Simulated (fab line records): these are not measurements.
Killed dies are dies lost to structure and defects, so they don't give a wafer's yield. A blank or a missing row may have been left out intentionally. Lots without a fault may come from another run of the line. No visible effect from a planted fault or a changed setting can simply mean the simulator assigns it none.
Split-lot study || flow n5_finfet || 39 wafers read across 7 lots, on a route 1938 steps long

## THE SPLIT ITSELF
At N5_FIN_CUT_CUT_ETCH_26 (etches SiNx in CH3F/O2, target depth 39 nm, time 55.7 s), the setting source_w was moved away from the recipe's 395 W on 12 of the 39 wafers read, by -16.1% to +11.7%. The other wafers ran this setting at the recipe's value.

The split's own step is where the reading is taken.

## THE READING
rf_vpp_V, in V, at N5_FIN_CUT_CUT_ETCH_26 (etches SiNx in CH3F/O2, target depth 39 nm, time 55.7 s). Fault-free wafers of this fab line usually give 299.3 V, standard deviation 2 V.

{"wafer": "L075.1", "tool, chamber at the split": "rie_diel-02, 2", "source_w as run, W": 395, "against the recipe": "recipe", "rf_vpp_V, V": 300.4, "against lot-mates on the recipe": "-"}
{"wafer": "L075.2", "tool, chamber at the split": "rie_diel-02, 3", "source_w as run, W": 441.2, "against the recipe": "+11.7%", "rf_vpp_V, V": 281.0, "against lot-mates on the recipe": -19.4}
{"wafer": "L075.3", "tool, chamber at the split": "rie_diel-02, 1", "source_w as run, W": 441.2, "against the recipe": "+11.7%", "rf_vpp_V, V": 285.1, "against lot-mates on the recipe": -15.3}
{"wafer": "L075.4", "tool, chamber at the split": "rie_diel-02, 0", "source_w as run, W": 395, "against the recipe": "recipe", "rf_vpp_V, V": 300.3, "against lot-mates on the recipe": "-"}
{"wafer": "L075.5", "tool, chamber at the split": "rie_diel-02, 0", "source_w as run, W": 395, "against the recipe": "recipe", "rf_vpp_V, V": 300.4, "against lot-mates on the recipe": "-"}
{"wafer": "L075.6", "tool, chamber at the split": "rie_diel-02, 1", "source_w as run, W": 441.2, "against the recipe": "+11.7%", "rf_vpp_V, V": 285.2, "against lot-mates on the recipe": -15.2}
{"wafer": "L077.1", "tool, chamber at the split": "rie_diel-02, 0", "source_w as run, W": 395, "against the recipe": "recipe", "rf_vpp_V, V": 300.1, "against lot-mates on the recipe": "-"}
{"wafer": "L077.2", "tool, chamber at the split": "rie_diel-02, 1", "source_w as run, W": 395, "against the recipe": "recipe", "rf_vpp_V, V": 299.5, "against lot-mates on the recipe": "-"}
{"wafer": "L077.3", "tool, chamber at the split": "rie_diel-02, 3", "source_w as run, W": 395, "against the recipe": "recipe", "rf_vpp_V, V": 295.5, "against lot-mates on the recipe": "-"}
{"wafer": "L077.4", "tool, chamber at the split": "rie_diel-02, 2", "source_w as run, W": 395, "against the recipe": "recipe", "rf_vpp_V, V": 299.7, "against lot-mates on the recipe": "-"}
{"wafer": "L077.5", "tool, chamber at the split": "rie_diel-02, 2", "source_w as run, W": 395, "against the recipe": "recipe", "rf_vpp_V, V": 300.1, "against lot-mates on the recipe": "-"}
{"wafer": "L077.6", "tool, chamber at the split": "rie_diel-02, 1", "source_w as run, W": 395, "against the recipe": "recipe", "rf_vpp_V, V": 299.7, "against lot-mates on the recipe": "-"}
{"wafer": "L085.1", "tool, chamber at the split": "rie_diel-02, 0", "source_w as run, W": 395, "against the recipe": "recipe", "rf_vpp_V, V": 300.1, "against lot-mates on the recipe": "-"}
{"wafer": "L085.2", "tool, chamber at the split": "rie_diel-02, 2", "source_w as run, W": 395, "against the recipe": "recipe", "rf_vpp_V, V": 301.3, "against lot-mates on the recipe": "-"}
{"wafer": "L085.3", "tool, chamber at the split": "rie_diel-02, 3", "source_w as run, W": 416.9, "against the recipe": "+5.5%", "rf_vpp_V, V": 286.7, "against lot-mates on the recipe": -13.9}
{"wafer": "L085.4", "tool, chamber at the split": "rie_diel-02, 1", "source_w as run, W": 416.9, "against the recipe": "+5.5%", "rf_vpp_V, V": 292.5, "against lot-mates on the recipe": -8.1}
{"wafer": "L085.5", "tool, chamber at the split": "rie_diel-02, 1", "source_w as run, W": 395, "against the recipe": "recipe", "rf_vpp_V, V": 300.3, "against lot-mates on the recipe": "-"}
{"wafer": "L085.6", "tool, chamber at the split": "rie_diel-02, 2", "source_w as run, W": 416.9, "against the recipe": "+5.5%", "rf_vpp_V, V": 292.7, "against lot-mates on the recipe": -7.9}
{"wafer": "L090.1", "tool, chamber at the split": "rie_diel-06, 3", "source_w as run, W": 395, "against the recipe": "recipe", "rf_vpp_V, V": 302.7, "against lot-mates on the recipe": "-"}
{"wafer": "L090.3", "tool, chamber at the split": "rie_diel-06, 2", "source_w as run, W": 395, "against the recipe": "recipe", "rf_vpp_V, V": 297.2, "against lot-mates on the recipe": "-"}
{"wafer": "L090.6", "tool, chamber at the split": "rie_diel-06, 3", "source_w as run, W": 395, "against the recipe": "recipe", "rf_vpp_V, V": 301.3, "against lot-mates on the recipe": "-"}
{"wafer": "L095.1", "tool, chamber at the split": "rie_diel-06, 0", "source_w as run, W": 395, "against the recipe": "recipe", "rf_vpp_V, V": 297.2, "against lot-mates on the recipe": "-"}
{"wafer": "L095.2", "tool, chamber at the split": "rie_diel-06, 2", "source_w as run, W": 395, "against the recipe": "recipe", "rf_vpp_V, V": 298.3, "against lot-mates on the recipe": "-"}
{"wafer": "L095.3", "tool, chamber at the split": "rie_diel-06, 3", "source_w as run, W": 395, "against the recipe": "recipe", "rf_vpp_V, V": 301.7, "against lot-mates on the recipe": "-"}
{"wafer": "L095.4", "tool, chamber at the split": "rie_diel-06, 1", "source_w as run, W": 395, "against the recipe": "recipe", "rf_vpp_V, V": 300.7, "against lot-mates on the recipe": "-"}
{"wafer": "L095.5", "tool, chamber at the split": "rie_diel-06, 2", "source_w as run, W": 395, "against the recipe": "recipe", "rf_vpp_V, V": 297.6, "against lot-mates on the recipe": "-"}
{"wafer": "L095.6", "tool, chamber at the split": "rie_diel-06, 3", "source_w as run, W": 395, "against the recipe": "recipe", "rf_vpp_V, V": 302.4, "against lot-mates on the recipe": "-"}
{"wafer": "L096.1", "tool, chamber at the split": "rie_diel-03, 0", "source_w as run, W": 331.6, "against the recipe": "-16.1%", "rf_vpp_V, V": 325.0, "against lot-mates on the recipe": "+25.9"}
{"wafer": "L096.2", "tool, chamber at the split": "rie_diel-03, 3", "source_w as run, W": 395, "against the recipe": "recipe", "rf_vpp_V, V": 297.5, "against lot-mates on the recipe": "-"}
{"wafer": "L096.3", "tool, chamber at the split": "rie_diel-03, 2", "source_w as run, W": 331.6, "against the recipe": "-16.1%", "rf_vpp_V, V": 327.8, "against lot-mates on the recipe": "+28.7"}
{"wafer": "L096.4", "tool, chamber at the split": "rie_diel-03, 1", "source_w as run, W": 395, "against the recipe": "recipe", "rf_vpp_V, V": 301.4, "against lot-mates on the recipe": "-"}
{"wafer": "L096.5", "tool, chamber at the split": "rie_diel-03, 0", "source_w as run, W": 331.6, "against the recipe": "-16.1%", "rf_vpp_V, V": 326.5, "against lot-mates on the recipe": "+27.4"}
{"wafer": "L096.6", "tool, chamber at the split": "rie_diel-03, 3", "source_w as run, W": 395, "against the recipe": "recipe", "rf_vpp_V, V": 298.3, "against lot-mates on the recipe": "-"}
{"wafer": "L097.1", "tool, chamber at the split": "rie_diel-03, 2", "source_w as run, W": 395, "against the recipe": "recipe", "rf_vpp_V, V": 301.3, "against lot-mates on the recipe": "-"}
{"wafer": "L097.2", "tool, chamber at the split": "rie_diel-03, 0", "source_w as run, W": 395, "against the recipe": "recipe", "rf_vpp_V, V": 298.8, "against lot-mates on the recipe": "-"}
{"wafer": "L097.3", "tool, chamber at the split": "rie_diel-03, 3", "source_w as run, W": 369.7, "against the recipe": "-6.4%", "rf_vpp_V, V": 307.0, "against lot-mates on the recipe": "+7.6"}
{"wafer": "L097.4", "tool, chamber at the split": "rie_diel-03, 1", "source_w as run, W": 369.7, "against the recipe": "-6.4%", "rf_vpp_V, V": 311.1, "against lot-mates on the recipe": "+11.7"}
{"wafer": "L097.5", "tool, chamber at the split": "rie_diel-03, 3", "source_w as run, W": 395, "against the recipe": "recipe", "rf_vpp_V, V": 298.1, "against lot-mates on the recipe": "-"}
{"wafer": "L097.6", "tool, chamber at the split": "rie_diel-03, 0", "source_w as run, W": 369.7, "against the recipe": "-6.4%", "rf_vpp_V, V": 307.5, "against lot-mates on the recipe": "+8.1"}

THE FIT
A straight line over all 39 wafers: rf_vpp_V changes by -1.55 V for each +1% of source_w; r = -0.98; the points scatter about the line by 2.1 V.
The same after taking each lot's own level away (the mean of its wafers on the recipe; 39 wafers): -1.6 V for each +1%; r = -0.98; scatter 2 V.
According to that fit, moving source_w by its largest amount changes the reading by 26 V.
Across the lots, their own levels run from 299.07 to 300.57 V, a range of 0.8 times the standard deviation given above.
The two slopes agree, so the slope changes little with the lot-to-lot level.
Check: with one of the wafers moved furthest among these (-16.1%) left out of the fit, the line predicts +25.8 V for it against its lot-mates. It came out at +25.9 V against them.
Tool readings at the split's step, against how far the setting was moved: rf_vpp_V r = -0.98.

## ADDITIONAL SPLITS CARRIED BY THESE WAFERS
Before the reading, these wafers also passed through other splits. Each is held against what the fit with the lots' levels taken away leaves over:
{"other split on the same wafers": "N5_WELL_APT_IMPLANT_31 energy_kev", "wafers away from the commonest value": 12, "r with rf_vpp_V (lot level and that fit taken away)": -0.06}

## THE WHOLE CHAIN: every reading that the file lists as answering this split, in the file's order
{"step": "N5_FIN_CUT_CUT_ETCH_26", "what it does": "etches SiNx in CH3F/O2, target depth 39 nm, time 55.7 s", "reading": "rf_vpp_V", "change (the file's fit)": "-1.6 V for each +1% of the setting", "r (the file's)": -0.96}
{"step": "N5_FIN_CUT_CUT_ETCH_26", "what it does": "etches SiNx in CH3F/O2, target depth 39 nm, time 55.7 s", "reading": "etch.depth_nm (the simulator's own value, which no gauge read)", "change (the file's fit)": "+0.171 nm for each +1% of the setting", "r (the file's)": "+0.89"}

## FILE'S OWN FIT
rf_vpp_V changes by -1.6 V for each +1% of source_w, r = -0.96.
